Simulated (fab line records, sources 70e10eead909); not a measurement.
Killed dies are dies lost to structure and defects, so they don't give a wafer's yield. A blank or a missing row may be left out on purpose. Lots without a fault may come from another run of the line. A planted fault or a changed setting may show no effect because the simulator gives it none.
A struck lot beside a sound one | flow nand_harc | 24 steps out of a route of 1302
Sound: wafers L515.1, L515.2, L515.5. Struck: wafers L511.1, L511.3, L511.6. The cause comes at the end.
At each step with rows: each side's tool, then ch and its chambers, then its first start. Under that, the readings that differ: sound wafers | struck wafers | difference of the means | sigmas: that difference in standard deviations of wafers without a fault.
alike: readings whose means differ by less than 2 such deviations, and words and numbers that are the same on both sides. not compared: withheld readings, readings that some wafer has no value for, bounds like >300 that may hide the same value, and numbers for which the record gives no deviation and whose values overlap.
The two part at a step that has a row with sigmas, a row that says differs or no value, or rows on one side only. Numbers that don't overlap but have no deviation are shown without sigmas and don't part them. A reading that every wafer of one side lacks parts them only if that side has two wafers or more.

first, 4 steps without rows for these wafers: NHARC_P_GATE_PRECLEAN_71 (cleans in SC1); NHARC_P_GATE_SRD_72; NHARC_P_GATE_OXIDE_16 (material SiO2, target thk 3 nm, ox time 392 s); NHARC_P_GATE_CVD_17 (deposits poly-Si, target thk 150 nm, time 900 s).
NHARC_P_GATE_HM_DEP_102: deposits aC, target thk 120 nm.
  sound on acl_dep-01 ch 0, day 10 07:19; struck on acl_dep-01 ch 0, day 8 16:28
  alike: throttle_valve_pct
NHARC_P_GATE_DEP_103: deposits SiON, target thk 30 nm.
  sound on pecvd-03 ch 1,2, day 10 08:03; struck on pecvd-01 ch 0,1,2, day 8 17:08
  alike: heater_power_outer_w, heater_power_w
then, 6 steps without rows for these wafers: NHARC_P_GATE_DEHYDRATE_18 (time 120 s); NHARC_P_GATE_HMDS_19 (time 30 s); NHARC_P_GATE_COAT_20 (resist thk 90 nm); NHARC_P_GATE_SOFTBAKE_21 (time 55 s); NHARC_P_GATE_EBR_22; NHARC_P_GATE_EXPOSE_23 (exposes mask P GATE, target cd 120 nm).
NHARC_P_GATE_PEB_24: peb time 65 s.
  sound on litho_track-04 ch 0, day 10 08:37; struck on litho_track-01 ch 0, day 8 17:36
  reading                  | sound               | struck            | difference | sigmas
  heater_power_total_W (W) | 156.1 157.1 156.7   | 153.0 152.9 152.9 | -3.7       | -8
  plate_temp_C (C)         | 99.99 100.22 100.00 | 98.27 98.37 98.21 | -1.79      | -16
then, 1 step without rows for these wafers: NHARC_P_GATE_DEVELOP_25 (develop time 35 s).
NHARC_P_GATE_CD_MEAS_26: target cd 120 nm.
  sound on cd_sem-02 ch 0, day 10 08:42; struck on cd_sem-03 ch 0, day 8 17:41
  reading    | sound             | struck            | difference | sigmas
  cd_nm (nm) | 120.3 120.6 120.2 | 127.0 127.1 127.0 | +6.7       | +14
NHARC_P_GATE_OVL_MEAS_27:
  sound on overlay-01, day 10 08:47; struck on overlay-01, day 8 17:46
  reading           | sound       | struck         | difference | sigmas
  overlay_x_nm (nm) | 0.9 0.5 0.8 | -2.4 -2.0 -1.9 | -2.8       | -3
  alike: overlay_y_nm
NHARC_P_GATE_INSPECT_28:
  sound on defect_inspect-02, day 10 08:49; struck on defect_inspect-02, day 8 17:48
  alike: raw_defect_count
NHARC_P_GATE_DESCUM_31: chemistry O2, time 3 s.
  sound on rie_diel-03 ch 0,2,3, day 10 08:53; struck on rie_diel-03 ch 0,1, day 8 17:52
  reading                 | sound             | struck          | difference | sigmas
  model.P_GATE.cd_nm (nm) | 120.4 120.4 120.7 | 127 126.2 126.9 | +6         |
  alike: drypump_motor_current_A, oes_product_au, rf_vpp_V, showerhead_plenum_p_Torr, throttle_valve_pct
  not compared: rf_hours_counter_h
NHARC_P_GATE_ETCH_104: etches the open film in CF4/CHF3, target depth 60 nm.
  sound on rie_diel-03 ch 1,3, day 10 08:58; struck on rie_diel-03 ch 1,3, day 8 17:57
  alike: drypump_motor_current_A, oes_product_au, rf_vpp_V, showerhead_plenum_p_Torr, throttle_valve_pct
NHARC_P_GATE_HM_OPEN_105: chemistry O2/COS, target depth 360 nm.
  sound on rie_diel-03 ch 0,1,2; struck on rie_diel-03 ch 0,2,3
  alike: drypump_motor_current_A, oes_product_au, rf_vpp_V, showerhead_plenum_p_Torr, throttle_valve_pct
  not compared: rf_hours_counter_h
then, 2 steps without rows for these wafers: NHARC_P_GATE_STRIP_106 (strips in O2/COS); NHARC_P_GATE_ETCH_114 (etches the open film in CF4/O2, target depth 30 nm, overetch 3 nm, time 16.5 s).
NHARC_P_GATE_ETCH_32: etches the open film in HBr/Cl2, target depth 150 nm, time 100.1 s.
  sound on rie_si-02 ch 2,3, day 10 09:21; struck on rie_si-03 ch 0,2, day 8 18:20
  reading                 | sound           | struck            | difference | sigmas
  model.P_GATE.cd_nm (nm) | 121 121.1 121.4 | 125.6 126.8 127.3 | +5.4       |
  alike: drypump_motor_current_A, oes_product_au, throttle_valve_pct
  not compared: rf_hours_counter_h
NHARC_P_GATE_STRIP_108: strips in O2.
  sound on rie_diel-03 ch 1,2, day 10 09:31; struck on rie_diel-11 ch 2,3, day 8 18:35
  reading               | sound             | struck            | difference | sigmas
  oes_product_au (a.u.) | 1.005 1.011 1.001 | 0.982 0.981 0.989 | -0.022     | -2
  alike: drypump_motor_current_A, rf_vpp_V, showerhead_plenum_p_Torr, throttle_valve_pct
  not compared: rf_hours_counter_h

WHERE THEY PART
First at NHARC_P_GATE_PEB_24; last, within this record, at NHARC_P_GATE_STRIP_108.

WHY: what the simulator had put in
Process parameter drift: litho_track-01, from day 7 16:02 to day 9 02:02, at NHARC_P_GATE_PEB_24. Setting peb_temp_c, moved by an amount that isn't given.
